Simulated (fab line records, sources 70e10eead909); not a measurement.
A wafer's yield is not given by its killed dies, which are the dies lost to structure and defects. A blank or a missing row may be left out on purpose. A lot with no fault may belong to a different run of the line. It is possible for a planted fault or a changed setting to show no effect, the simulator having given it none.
Chamber matching :: flow nand_harc :: 4 sister chambers for NHARC_P_BONDPAD_STRIP_15 on rie_diel-07
The step strips in O2. 24 wafers are shown with their chamber, then 12 later ones without.

## WAFERS, EACH WITH ITS CHAMBER
wafer: L074.1
chamber: 1
showerhead_plenum_p_Torr (Torr): 3.63
drypump_motor_current_A (A): 6.5
oes_product_au (a.u.): 0.993

wafer: L074.2
chamber: 0
showerhead_plenum_p_Torr (Torr): 3.70
drypump_motor_current_A (A): 5.8
oes_product_au (a.u.): 1.005

wafer: L074.5
chamber: 0
showerhead_plenum_p_Torr (Torr): 3.70
drypump_motor_current_A (A): 5.8
oes_product_au (a.u.): 0.999

wafer: L074.3
chamber: 2
showerhead_plenum_p_Torr (Torr): 3.41
drypump_motor_current_A (A): 5.8
oes_product_au (a.u.): 0.972

wafer: L074.4
chamber: 3
showerhead_plenum_p_Torr (Torr): 3.33
drypump_motor_current_A (A): 6.3
oes_product_au (a.u.): 0.994

wafer: L074.6
chamber: 1
showerhead_plenum_p_Torr (Torr): 3.63
drypump_motor_current_A (A): 6.4
oes_product_au (a.u.): 0.991

wafer: L075.2
chamber: 3
showerhead_plenum_p_Torr (Torr): 3.33
drypump_motor_current_A (A): 6.2
oes_product_au (a.u.): 1.001

wafer: L075.3
chamber: 0
showerhead_plenum_p_Torr (Torr): 3.70
drypump_motor_current_A (A): 5.8
oes_product_au (a.u.): 0.993

wafer: L075.5
chamber: 3
showerhead_plenum_p_Torr (Torr): 3.32
drypump_motor_current_A (A): 6.2
oes_product_au (a.u.): 0.992

wafer: L077.3
chamber: 3
showerhead_plenum_p_Torr (Torr): 3.32
drypump_motor_current_A (A): 6.1
oes_product_au (a.u.): 1.008

wafer: L077.4
chamber: 2
showerhead_plenum_p_Torr (Torr): 3.41
drypump_motor_current_A (A): 5.8
oes_product_au (a.u.): 0.986

wafer: L077.5
chamber: 2
showerhead_plenum_p_Torr (Torr): 3.41
drypump_motor_current_A (A): 5.8
oes_product_au (a.u.): 0.988

wafer: L082.2
chamber: 3
showerhead_plenum_p_Torr (Torr): 3.32
drypump_motor_current_A (A): 6.2
oes_product_au (a.u.): 0.991

wafer: L082.4
chamber: 2
showerhead_plenum_p_Torr (Torr): 3.40
drypump_motor_current_A (A): 5.8
oes_product_au (a.u.): 0.998

wafer: L082.5
chamber: 0
showerhead_plenum_p_Torr (Torr): 3.70
drypump_motor_current_A (A): 5.8
oes_product_au (a.u.): 1.010

wafer: L082.1
chamber: 1
showerhead_plenum_p_Torr (Torr): 3.62
drypump_motor_current_A (A): 6.5
oes_product_au (a.u.): 0.995

wafer: L082.3
chamber: 0
showerhead_plenum_p_Torr (Torr): 3.70
drypump_motor_current_A (A): 5.8
oes_product_au (a.u.): 1.013

wafer: L082.6
chamber: 3
showerhead_plenum_p_Torr (Torr): 3.32
drypump_motor_current_A (A): 6.2
oes_product_au (a.u.): 0.989

wafer: L086.1
chamber: 3
showerhead_plenum_p_Torr (Torr): 3.32
drypump_motor_current_A (A): 6.2
oes_product_au (a.u.): 1.006

wafer: L086.2
chamber: 2
showerhead_plenum_p_Torr (Torr): 3.40
drypump_motor_current_A (A): 5.8
oes_product_au (a.u.): 0.987

wafer: L086.5
chamber: 2
showerhead_plenum_p_Torr (Torr): 3.40
drypump_motor_current_A (A): 5.8
oes_product_au (a.u.): 0.983

wafer: L087.4
chamber: 0
showerhead_plenum_p_Torr (Torr): 3.70
drypump_motor_current_A (A): 5.8
oes_product_au (a.u.): 1.000

wafer: L087.5
chamber: 2
showerhead_plenum_p_Torr (Torr): 3.40
drypump_motor_current_A (A): 5.8
oes_product_au (a.u.): 0.998

wafer: L087.6
chamber: 3
showerhead_plenum_p_Torr (Torr): 3.32
drypump_motor_current_A (A): 6.2
oes_product_au (a.u.): 1.004

SIGNATURES (means of the wafers above)
reading: showerhead_plenum_p_Torr
chamber 0: 3.7000
chamber 1: 3.6267
chamber 2: 3.4043
chamber 3: 3.3225
scatter within a chamber: 0.00441

reading: drypump_motor_current_A
chamber 0: 5.800
chamber 1: 6.467
chamber 2: 5.800
chamber 3: 6.200
scatter within a chamber: 0.0365

reading: oes_product_au
chamber 0: 1.00333
chamber 1: 0.99300
chamber 2: 0.98743
chamber 3: 0.99812
scatter within a chamber: 0.00762
Rule: a wafer's distance from a chamber is the root of the sum, over the readings, of the square of ((its reading less the chamber's mean) divided by the reading's scatter). If the next closest chamber is less than 2 further off than the closest, the wafer can't be placed; otherwise it belongs to the closest. The scatter is the square root of a quotient: the sum, over the shown wafers, of each reading's squared deviation from its chamber's mean, divided by wafers minus chambers.

## WAFERS WITH NO CHAMBER GIVEN
wafer: L091.2
showerhead_plenum_p_Torr (Torr): 3.40
drypump_motor_current_A (A): 5.8
oes_product_au (a.u.): 1.002

wafer: L091.4
showerhead_plenum_p_Torr (Torr): 3.32
drypump_motor_current_A (A): 6.2
oes_product_au (a.u.): 1.009

wafer: L091.5
showerhead_plenum_p_Torr (Torr): 3.40
drypump_motor_current_A (A): 5.8
oes_product_au (a.u.): 1.000

wafer: L092.2
showerhead_plenum_p_Torr (Torr): 3.32
drypump_motor_current_A (A): 6.2
oes_product_au (a.u.): 1.003

wafer: L092.3
showerhead_plenum_p_Torr (Torr): 3.40
drypump_motor_current_A (A): 5.8
oes_product_au (a.u.): 0.995

wafer: L092.4
showerhead_plenum_p_Torr (Torr): 3.62
drypump_motor_current_A (A): 6.4
oes_product_au (a.u.): 0.994

wafer: L092.1
showerhead_plenum_p_Torr (Torr): 3.62
drypump_motor_current_A (A): 6.4
oes_product_au (a.u.): 0.992

wafer: L092.5
showerhead_plenum_p_Torr (Torr): 3.32
drypump_motor_current_A (A): 6.2
oes_product_au (a.u.): 1.015

wafer: L092.6
showerhead_plenum_p_Torr (Torr): 3.40
drypump_motor_current_A (A): 5.8
oes_product_au (a.u.): 1.004

wafer: L093.1
showerhead_plenum_p_Torr (Torr): 3.32
drypump_motor_current_A (A): 6.2
oes_product_au (a.u.): 0.998

wafer: L093.2
showerhead_plenum_p_Torr (Torr): 3.40
drypump_motor_current_A (A): 5.8
oes_product_au (a.u.): 0.988

wafer: L093.5
showerhead_plenum_p_Torr (Torr): 3.40
drypump_motor_current_A (A): 5.8
oes_product_au (a.u.): 0.993

## WHICH CHAMBER EACH ONE RAN IN
wafer: L091.2
from the rows above: 2
in truth: 2

wafer: L091.4
from the rows above: 3
in truth: 3

wafer: L091.5
from the rows above: 2
in truth: 2

wafer: L092.2
from the rows above: 3
in truth: 3

wafer: L092.3
from the rows above: 2
in truth: 2

wafer: L092.4
from the rows above: 1
in truth: 1

wafer: L092.1
from the rows above: 1
in truth: 1

wafer: L092.5
from the rows above: 3
in truth: 3

wafer: L092.6
from the rows above: 2
in truth: 2

wafer: L093.1
from the rows above: 3
in truth: 3

wafer: L093.2
from the rows above: 2
in truth: 2

wafer: L093.5
from the rows above: 2
in truth: 2
Correct placement for 12 of the 12. Number that these rows cannot place: 0. 0 placed wrongly.
